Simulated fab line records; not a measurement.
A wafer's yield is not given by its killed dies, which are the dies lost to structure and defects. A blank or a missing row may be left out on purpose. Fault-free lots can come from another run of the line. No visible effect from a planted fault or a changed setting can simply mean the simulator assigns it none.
Chamber matching -- flow n5-finfet -- 4 sister chambers for N5_BEOL_M10_ETCH_62 on rie-diel-04
The step etches SOC in N2/H2, target depth 110 nm, overetch 22 nm, time 165 s. 18 wafers are shown with their chamber, then 9 later ones without.

## WAFERS, EACH WITH ITS CHAMBER
wafer,chamber,showerhead-plenum-p-Torr (Torr),drypump-motor-current-A (A),oes-product-au (a.u.)
L075.1,3,2.70,6.0,0.78
L075.4,0,2.47,5.3,0.71
L075.5,3,2.70,6.1,0.78
L078.1,0,2.47,5.3,0.71
L078.4,3,2.70,6.1,0.76
L078.6,0,2.47,5.3,0.70
L079.4,3,2.70,6.1,0.76
L079.5,1,2.69,5.1,0.70
L079.6,2,2.54,6.1,0.64
L083.1,2,2.54,6.1,0.64
L083.4,0,2.47,5.3,0.70
L083.6,3,2.70,6.0,0.75
L084.2,2,2.54,6.1,0.64
L084.3,0,2.47,5.3,0.69
L084.5,2,2.54,6.1,0.63
L086.1,0,2.46,5.3,0.69
L086.4,1,2.69,5.1,0.70
L086.5,2,2.54,6.1,0.64

SIGNATURES (averages over the wafers above)
reading,chamber 0,chamber 1,chamber 2,chamber 3,scatter within a chamber
showerhead-plenum-p-Torr,2.4683,2.6900,2.5400,2.7000,0.00244
drypump-motor-current-A,5.300,5.100,6.100,6.060,0.0293
oes-product-au,0.7000,0.7000,0.6380,0.7660,0.00926
Rule: for each reading, subtract the chamber's mean from the wafer's reading, divide by that reading's scatter and square the result; add these up over the readings and take the root, which gives the wafer's distance from the chamber. If the next closest chamber is less than 2 further off than the closest, the wafer can't be placed; otherwise it belongs to the closest. The scatter: the root of (the sum of the squares of (reading less its chamber's mean) over the shown wafers, divided by (wafers less chambers)).

## WAFERS WITH NO CHAMBER GIVEN
wafer,showerhead-plenum-p-Torr (Torr),drypump-motor-current-A (A),oes-product-au (a.u.)
L093.2,2.69,5.1,0.69
L093.3,2.53,6.1,0.62
L093.4,2.69,6.0,0.73
L096.2,2.45,5.3,0.68
L096.4,2.68,5.0,0.67
L096.6,2.68,5.0,0.68
L097.1,2.68,6.0,0.71
L097.2,2.53,6.1,0.61
L097.5,2.68,6.0,0.70

## EACH ONE'S CHAMBER
wafer,from the rows above,in truth
L093.2,1,1
L093.3,2,2
L093.4,3,3
L096.2,0,0
L096.4,1,1
L096.6,1,1
L097.1,3,3
L097.2,2,2
L097.5,3,3
9 of 9 placed correctly. Left unplaced by these rows: 0. Number placed wrongly: 0.
